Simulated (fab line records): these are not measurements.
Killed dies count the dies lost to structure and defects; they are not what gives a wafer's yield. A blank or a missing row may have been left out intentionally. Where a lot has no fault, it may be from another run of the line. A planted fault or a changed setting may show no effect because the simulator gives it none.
fab line records	flow n5_finfet
record: lots: 10	wafers: 30	last_day: 17
route steps=1938 shown BEOL_M15@1789 PASSIVATION@1936
lots with no fault: from the same line, run without faults
start_h: start of the lot's first displayed wafer, in hours after the record's first day	wait_h: hours elapsed since this lot's preceding step	" repeats the value in the row above	L1.1+2: several wafers, shown together as one row	- value missing, or start not given	* or withheld: withheld	< > ~ a bound
route shown NAME@n: a module of which the file shows steps, and the number in the route of the first	usual: mean/standard deviation taken from wafers without a fault	same: alike in all rows	chamber/n: place in a boat	sites: the reading at each site	_std_site: how widely they spread, as a standard deviation	_edge_site: inner sites' mean taken away from outer sites' mean	radius_mm: for every site, how far away it sits from the centre of the wafer	mask NAME#n: copy n	behind: the tool/chamber that last shaped the wafer	hold: why the lot went on hold/how many hours it stayed there/how the hold came to an end	device: whichever transistor did not switch (one of n, p or np)	end of line: tests run on the same wafers once the route is complete	step lacking rows: just its recipe	killed: the dies lost at the first sort to structure and to defects; this is not the yield of the wafer	map: dies across one wafer; x = killed, . = not, _ = none there
set.NAME: the run value of the setting; set.NAME@STEP: its run value at that earlier step	model.NAME: the simulator's own value behind a step, which no gauge read
a sample of lots followed through the steps of the route, with each step as a table and each wafer as a row
services: the hour from which a tool's chamber was out of use, counted from the record's first day as start_h (under 0 if before that day), plus the number of hours and why
== steps ==
step: N5_BEOL_M15_STRIP_63
recipe: chemistry: O2	power_w: 600	temp_c: 60	pressure_mtorr: 30	rf_frequency_hz: 6e+07	bias_power_w: 0	overash_fraction: 0.3	o2_flow_sccm: 225
usual: drypump_motor_current_A: 5.8/0.41	oes_product_au: 0.78/0.096	rf_vpp_V: 3.7/0.75	showerhead_plenum_p_Torr: 2.11/0.08	throttle_valve_pct: 16.75/0.25
lot.wafer	tool	chamber	start_h	wait_h	drypump_motor_current_A	oes_product_au	rf_hours_counter_h	rf_vpp_V	showerhead_plenum_p_Torr	throttle_valve_pct
L718.3	rie_diel-05	0	-	-	6.3	0.68	244	3.8	1.98	16.80
L718.4	"	1	"	"	5.8	0.73	211	3.7	2.09	17.03
L718.5	"	0	"	"	6.3	0.68	-	5.7	1.98	16.82
L720.1	rie_diel-04	3	-	-	5.9	0.85	59	3.9	2.24	16.47
L720.3	"	0	"	"	5.1	0.71	201	3.1	1.99	17.01
L720.4	"	2	"	"	6.1	1.02	2	3.0	2.05	16.44
L723.2	rie_diel-05	3	-	-	6.1	0.70	227	3.4	2.16	16.93
L723.4	"	2	"	"	6.3	0.72	-	2.9	2.09	16.70
L723.5	"	3	"	"	6.1	0.69	-	4.0	2.16	16.95
L726.4	rie_diel-04	2	-	-	6.1	0.95	16	4.6	2.05	16.47
L726.5	"	1	"	"	5.2	0.76	-	3.2	2.10	16.94
L726.6	"	0	"	"	5.1	0.70	-	3.5	1.99	17.06
L730.2	rie_diel-04	2	-	-	6.1	0.95	21	4.1	2.05	16.49
L730.3	"	3	"	"	5.9	0.83	77	4.4	2.23	16.48
L730.4	"	0	"	"	5.1	0.70	221	5.7	1.99	17.05
L731.1	rie_diel-05	2	-	-	6.3	0.70	220	2.4	2.09	16.72
L731.5	"	1	"	"	5.8	0.71	-	3.2	2.08	17.02
L731.6	"	0	"	"	6.3	0.95	-	3.6	2.24	16.37
L729.1	rie_diel-03	3	-	-	5.6	0.82	68	3.4	2.13	16.47
L729.3	"	2	"	"	5.8	0.90	27	3.5	2.23	16.36
L729.5	"	0	"	"	5.8	0.76	-	3.2	2.19	16.81
L734.1	rie_diel-04	1	-	-	5.2	0.76	154	2.9	2.09	16.95
L734.2	"	0	"	"	5.1	0.69	225	3.4	1.99	17.05
L734.5	"	0	"	"	5.1	0.69	-	3.8	1.99	17.07
L732.1	rie_diel-05	2	-	-	6.3	0.70	224	2.7	2.09	16.74
L732.3	"	0	"	"	6.4	0.93	20	2.3	2.23	16.38
L732.6	"	2	"	"	6.3	0.70	-	3.2	2.09	16.71
L735.3	rie_diel-05	1	-	-	5.8	0.70	248	4.3	2.08	17.07
L735.5	"	2	"	"	6.3	0.70	-	3.7	2.08	16.75
L735.6	"	1	"	"	5.8	0.70	-	4.6	2.08	17.05
step: N5_BEOL_M15_ETCH_57
recipe: chemistry: N2/H2	target: SOC	source_w: 3000	bias_w: 350	time_s: 750	ion_energy_ev: 200	pressure_mtorr: 30	n2_flow_sccm: 200	h2_flow_sccm: 200
usual: drypump_motor_current_A: 5.7/0.4	oes_product_au: 0.80/0.093	rf_vpp_V: 524.4/2.8	showerhead_plenum_p_Torr: 2.56/0.1	throttle_valve_pct: 17.74/0.28
lot.wafer	tool	chamber	start_h	wait_h	drypump_motor_current_A	oes_product_au	rf_hours_counter_h	rf_vpp_V	showerhead_plenum_p_Torr	throttle_valve_pct
L718.3	rie_diel-03	2	289.71	-	5.8	0.97	4	529.5	2.71	17.31
L718.4	"	0	"	"	5.9	0.79	122	528.2	2.69	17.99
L718.5	"	1	"	"	5.2	0.77	-	522.1	2.46	17.48
L720.1	rie_diel-03	3	300.07	-	5.7	0.85	47	523.9	2.60	17.54
L720.3	"	1	"	"	5.1	0.77	118	521.8	2.46	17.49
L720.4	"	2	"	"	5.8	0.97	7	528.2	2.71	17.29
L723.2	rie_diel-03	1	314.74	-	5.1	0.77	121	521.3	2.45	17.50
L723.4	"	0	"	"	5.8	0.78	128	526.6	2.69	17.99
L723.5	"	1	"	"	5.1	0.77	-	523.1	2.45	17.51
L726.4	rie_diel-04	2	341.39	-	6.1	0.96	16	523.1	2.49	17.57
L726.5	"	3	"	"	5.9	0.84	-	527.0	2.67	17.39
L726.6	"	0	"	"	5.2	0.70	-	520.3	2.41	18.10
L730.2	rie_diel-05	3	358.77	-	6.1	0.67	243	525.8	2.60	18.08
L730.3	"	0	"	"	6.3	0.97	14	528.4	2.71	17.54
L730.4	"	1	"	"	5.9	0.71	235	522.9	2.52	18.14
L731.1	rie_diel-03	3	363.40	-	5.7	0.83	66	525.4	2.59	17.59
L731.5	"	3	"	"	5.7	0.83	-	525.4	2.59	17.59
L731.6	"	0	"	"	5.9	0.77	-	527.3	2.68	18.00
L729.1	rie_diel-03	1	370.96	-	5.1	0.75	138	521.2	2.45	17.53
L729.3	"	0	"	"	5.9	0.77	145	527.9	2.68	18.02
L729.5	"	0	"	"	5.9	0.77	-	527.7	2.68	18.02
L734.1	rie_diel-04	3	375.37	-	5.9	0.84	81	527.9	2.66	17.42
L734.2	"	0	"	"	5.1	0.69	226	520.4	2.40	18.14
L734.5	"	1	"	"	5.2	0.75	-	522.4	2.53	18.01
L732.1	rie_diel-04	1	381.21	-	5.2	0.75	156	523.4	2.53	18.04
L732.3	"	3	"	"	5.9	0.82	83	526.6	2.66	17.42
L732.6	"	1	"	"	5.2	0.75	-	523.8	2.53	18.02
L735.3	rie_diel-04	1	397.25	-	5.2	0.75	161	523.5	2.53	18.02
L735.5	"	1	"	"	5.2	0.75	-	524.1	2.53	18.05
L735.6	"	3	"	"	5.9	0.82	-	527.6	2.66	17.43
step: N5_BEOL_M15_OVL_MEAS_29
recipe: points_per_wafer: 44
usual: M15_OVL: 0/5.6
same: points_per_wafer: 44
lot.wafer	tool	chamber	start_h	wait_h	M15_OVL[nm]
L718.3	overlay-01	0	290.64	0.0	-10
L718.4	"	0	"	"	-5
L718.5	"	0	"	"	-13
L720.1	overlay-02	0	301.00	0.0	-2
L720.3	"	0	"	"	1
L720.4	"	0	"	"	4
L723.2	overlay-02	0	315.67	0.0	0
L723.4	"	0	"	"	0
L723.5	"	0	"	"	6
L726.4	overlay-01	0	342.32	0.0	-14
L726.5	"	0	"	"	0
L726.6	"	0	"	"	-7
L730.2	overlay-02	0	359.57	0.0	0
L730.3	"	0	"	"	0
L730.4	"	0	"	"	7
L731.1	overlay-02	0	364.33	0.0	7
L731.5	"	0	"	"	4
L731.6	"	0	"	"	5
L729.1	overlay-02	0	371.77	0.0	8
L729.3	"	0	"	"	10
L729.5	"	0	"	"	1
L734.1	overlay-02	0	376.30	0.0	-4
L734.2	"	0	"	"	-10
L734.5	"	0	"	"	-14
L732.1	overlay-02	0	382.14	0.0	1
L732.3	"	0	"	"	3
L732.6	"	0	"	"	4
L735.3	overlay-02	0	399.06	0.0	0
L735.5	"	0	"	"	2
L735.6	"	0	"	"	0
step: N5_BEOL_M15_INSPECT_30
recipe: mode: adi	inspect_instrument: macro
usual: raw_defect_count: 2.1/1.5
lot.wafer	tool	chamber	start_h	wait_h	raw_defect_count
L718.3	defect_inspect-02	-	290.67	0.0	4
L718.4	"	-	"	"	3
L718.5	"	-	"	"	3
L720.1	defect_inspect-01	-	301.03	0.0	2
L720.3	"	-	"	"	0
L720.4	"	-	"	"	1
L723.2	defect_inspect-01	-	315.69	0.0	1
L723.4	"	-	"	"	1
L723.5	"	-	"	"	1
L726.4	defect_inspect-02	-	342.34	0.0	3
L726.5	"	-	"	"	2
L726.6	"	-	"	"	5
L730.2	defect_inspect-01	-	359.60	0.0	3
L730.3	"	-	"	"	1
L730.4	"	-	"	"	2
L731.1	defect_inspect-02	-	364.35	0.0	4
L731.5	"	-	"	"	3
L731.6	"	-	"	"	>300
L729.1	defect_inspect-01	-	371.79	0.0	1
L729.3	"	-	"	"	>300
L729.5	"	-	"	"	>300
L734.1	defect_inspect-01	-	376.33	0.0	2
L734.2	"	-	"	"	4
L734.5	"	-	"	"	1
L732.1	defect_inspect-01	-	382.16	0.0	2
L732.3	"	-	"	"	2
L732.6	"	-	"	"	2
L735.3	defect_inspect-02	-	399.08	0.0	1
L735.5	"	-	"	"	5
L735.6	"	-	"	"	1
step: N5_BEOL_M15_STRIP_36
recipe: chemistry: O2	power_w: 600	temp_c: 60	pressure_mtorr: 30	rf_frequency_hz: 6e+07	bias_power_w: 0	overash_fraction: 0.3	o2_flow_sccm: 225
usual: drypump_motor_current_A: 5.7/0.37	oes_product_au: 0.80/0.085	rf_vpp_V: 3.6/0.87	showerhead_plenum_p_Torr: 2.12/0.085	throttle_valve_pct: 16.64/0.25
lot.wafer	tool	chamber	start_h	wait_h	drypump_motor_current_A	oes_product_au	rf_hours_counter_h	rf_vpp_V	showerhead_plenum_p_Torr	throttle_valve_pct
L718.3	rie_diel-04	3	291.70	0.7	5.9	0.86	57	2.1	2.24	16.48
L718.4	"	0	"	"	5.1	0.71	-	3.7	1.99	17.00
L718.5	"	3	"	"	5.9	0.87	-	3.9	2.24	16.45
L720.1	rie_diel-03	1	306.54	5.2	5.2	0.76	119	3.3	2.01	16.35
L720.3	"	0	"	"	5.9	0.76	126	4.6	2.19	16.79
L720.4	"	2	"	"	5.8	0.95	7	3.0	2.24	16.30
L723.2	rie_diel-03	0	316.34	0.3	5.8	0.77	129	3.7	2.19	16.75
L723.4	"	3	"	"	5.6	0.86	51	3.8	2.14	16.48
L723.5	"	0	"	"	5.8	0.78	-	3.5	2.19	16.77
L726.4	rie_diel-05	0	343.29	0.2	6.4	0.99	-	3.2	2.24	16.34
L726.5	"	3	"	"	6.1	0.68	-	5.1	2.15	16.92
L726.6	"	1	"	"	5.8	0.71	-	2.2	2.08	17.07
L730.2	rie_diel-05	2	363.64	3.6	6.3	0.70	220	3.7	2.09	16.73
L730.3	"	3	"	"	6.1	0.67	245	4.8	2.15	16.94
L730.4	"	0	"	"	6.4	0.95	15	3.4	2.24	16.38
L731.1	rie_diel-03	1	367.41	2.7	5.1	0.75	137	4.7	2.01	16.42
L731.5	"	0	"	"	5.9	0.77	-	5.9	2.19	16.77
L731.6	"	3	"	"	5.7	0.81	-	4.2	2.13	16.48
L729.1	rie_diel-04	0	379.04	6.6	5.1	0.69	226	3.0	1.99	17.07
L729.3	"	2	"	"	6.1	0.94	27	4.7	2.04	16.51
L729.5	"	1	"	"	5.2	0.76	-	4.3	2.09	16.97
L734.1	rie_diel-03	3	380.04	3.4	5.7	0.83	70	2.2	2.13	16.51
L734.2	"	0	"	"	5.8	0.76	148	2.4	2.19	16.81
L734.5	"	3	"	"	5.7	0.84	-	3.1	2.13	16.49
L732.1	rie_diel-03	3	382.68	0.2	5.7	0.82	71	4.1	2.13	16.48
L732.3	"	0	"	"	5.8	0.77	149	3.9	2.19	16.79
L732.6	"	3	"	"	5.6	0.82	-	4.7	2.13	16.54
L735.3	rie_diel-03	1	399.43	0.0	5.2	0.73	147	3.6	2.00	16.44
L735.5	"	3	"	"	5.7	0.82	-	5.3	2.13	16.49
L735.6	"	0	"	"	5.9	0.75	-	2.9	2.18	16.81
step: N5_PASSIVATION_PROBE_49
usual: defect_limited_yield: 91.3/1.5	killed_at_M0_to_M3: 34/10	killed_at_M4_up: 13/4.9	killed_at_contacts: 13/6.1	killed_at_front_end: 39/13	killed_at_other: 4.1/2.7	killed_dies: 103/18	killed_on_rim: 13/4.3	killed_open: 68/13	killed_short: 32/7.6	sort_bin_5_function: 5.2/1	sort_bin_6_memory: 3.2/0.75	sort_n_pass: 1077/18	sort_yield_pct: 91.3/1.5
same: gross_dies: 1180	killed_at_back_side: 0	sort_bin_4_leakage[%]: 0	sort_bin_8_speed[%]: 0
lot.wafer	tool	chamber	start_h	wait_h	defect_limited_yield[%]	killed_at_M0_to_M3	killed_at_M4_up	killed_at_contacts	killed_at_front_end	killed_at_other	killed_dies	killed_on_rim	killed_open	killed_short	sort_bin_5_function[%]	sort_bin_6_memory[%]	sort_n_pass	sort_yield_pct[%]
L731.1	prober-01	-	385.05	0.0	88.4	35	8	21	68	5	137	21	100	35	7.1	4.1	1043	88.4
L731.5	prober-01	-	385.25	0.2	91.1	48	11	7	38	1	105	13	72	32	5.8	2.9	1075	91.1
L731.6	prober-01	-	385.30	0.3	81.4	45	128	19	20	8	220	28	66	39	11.7	3.6	960	81.4
L729.1	prober-02	-	395.72	0.0	92.5	25	20	13	27	3	88	14	55	31	4.7	2.3	1092	92.5
L729.3	prober-02	-	395.82	0.1	84.5	20	127	15	19	2	183	21	50	15	9.9	3.0	997	84.5
L729.5	prober-02	-	395.92	0.2	83.6	24	124	7	38	1	194	24	42	32	9.8	3.6	986	83.6
killed by level:class
L731.1 STI_FIN_REVEAL:geometric_particle:open=26 MOL_CONTACT_COAG:geometric_particle:open=20 FIN_SAQP:geometric_particle:open=9 STI_FIN_REVEAL:geometric_particle:short=7 FIN_SAQP:geometric_particle:short=6 BEOL_M1:geometric_particle:open=6 BEOL_M0_SAQP:geometric_particle:open=6 DUMMY_GATE:geometric_particle:open=5
L731.5 BEOL_M0_SAQP:geometric_particle:open=18 FIN_SAQP:geometric_particle:open=8 BEOL_M0_SAQP:geometric_particle:short=8 BEOL_M1:geometric_particle:open=8 FIN_SAQP:geometric_particle:short=7 STI_FIN_REVEAL:geometric_particle:open=7 MOL_CONTACT_COAG:geometric_particle:open=5 BEOL_M2:geometric_particle:open=5
L731.6 BEOL_M15:unspecified=112 MOL_CONTACT_COAG:geometric_particle:open=13 BEOL_M3:geometric_particle:open=9 BEOL_M1:geometric_particle:open=9 BEOL_M0_SAQP:geometric_particle:short=8 BEOL_M2:geometric_particle:open=8 BEOL_M4:geometric_particle:open=8 MOL_CONTACT_COAG:geometric_particle:short=6
L729.1 BEOL_M4:geometric_particle:open=14 FIN_SAQP:geometric_particle:short=10 MOL_CONTACT_COAG:geometric_particle:open=8 BEOL_M0_SAQP:geometric_particle:open=6 BEOL_M2:geometric_particle:open=6 FIN_SAQP:geometric_particle:open=5 MOL_CONTACT_COAG:geometric_particle:short=5 BEOL_M1:geometric_particle:open=4
L729.3 BEOL_M15:unspecified=113 MOL_CONTACT_COAG:geometric_particle:open=13 BEOL_M4:geometric_particle:open=7 FIN_SAQP:geometric_particle:short=5 BEOL_M3:geometric_particle:open=5 STI_FIN_REVEAL:geometric_particle:open=4 BEOL_M2:geometric_particle:open=4 FIN_SAQP:geometric_particle:open=3
L729.5 BEOL_M15:unspecified=114 FIN_SAQP:geometric_particle:short=16 BEOL_M4:geometric_particle:open=8 FIN_SAQP:geometric_particle:open=7 MOL_CONTACT_COAG:geometric_particle:open=7 BEOL_M2:geometric_particle:open=5 BEOL_M3:geometric_particle:open=4 STARTING-WAFER:geometric_particle:short=4
== services ==
tool	chamber	start_h	hours	kind
rie_diel-04	1	284.76	2.5	repair
rie_diel-05	0	307.78	-	clean
rie_diel-05	0	307.78	-	consumable_replace:focus_ring
rie_diel-05	0	307.78	-	consumable_replace:showerhead
rie_diel-05	0	307.78	11.4	scheduled_down
rie_diel-05	0	307.78	11.4	vent_cycle
rie_diel-04	3	324.90	6.0	repair
rie_diel-05	2	342.02	12.7	repair
rie_diel-05	3	384.80	-	clean
rie_diel-05	3	384.80	-	consumable_replace:esc
rie_diel-05	3	384.80	-	consumable_replace:focus_ring
rie_diel-05	3	384.80	29.8	scheduled_down
rie_diel-05	3	384.80	29.8	vent_cycle
rie_diel-03	-	389.23	0.3	repair
rie_diel-04	0	395.16	15.4	repair
== key ==
first_sign: step: N5_BEOL_M15_INSPECT_30	reading: raw_defect_count	direction: up	sigmas: 99+	usual: 2.1	struck: >300
effect: step: N5_PASSIVATION_PROBE_49	reading: killed_at_M4_up	direction: up	sigmas: 23	usual: 13	struck: 126
more_kills_born_at: N5_BEOL_M15_ETCH_57@rie_diel-03: 339
met_at N5_BEOL_M15_ETCH_57
struck_lots L729,L731
struck_wafers L729.3,L729.5,L731.6
not_acting_at N5_BEOL_M15_STRIP_63,N5_BEOL_M15_OVL_MEAS_29,N5_BEOL_M15_STRIP_36
onset_between 314.74 363.40
fault: kind: chamber_particle_source	tool: rie_diel-03	chamber: 0	onset_h: 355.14	steps: N5_BEOL_M15_ETCH_57	rate_per_visit_cm2: 1.3875	end_h: 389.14
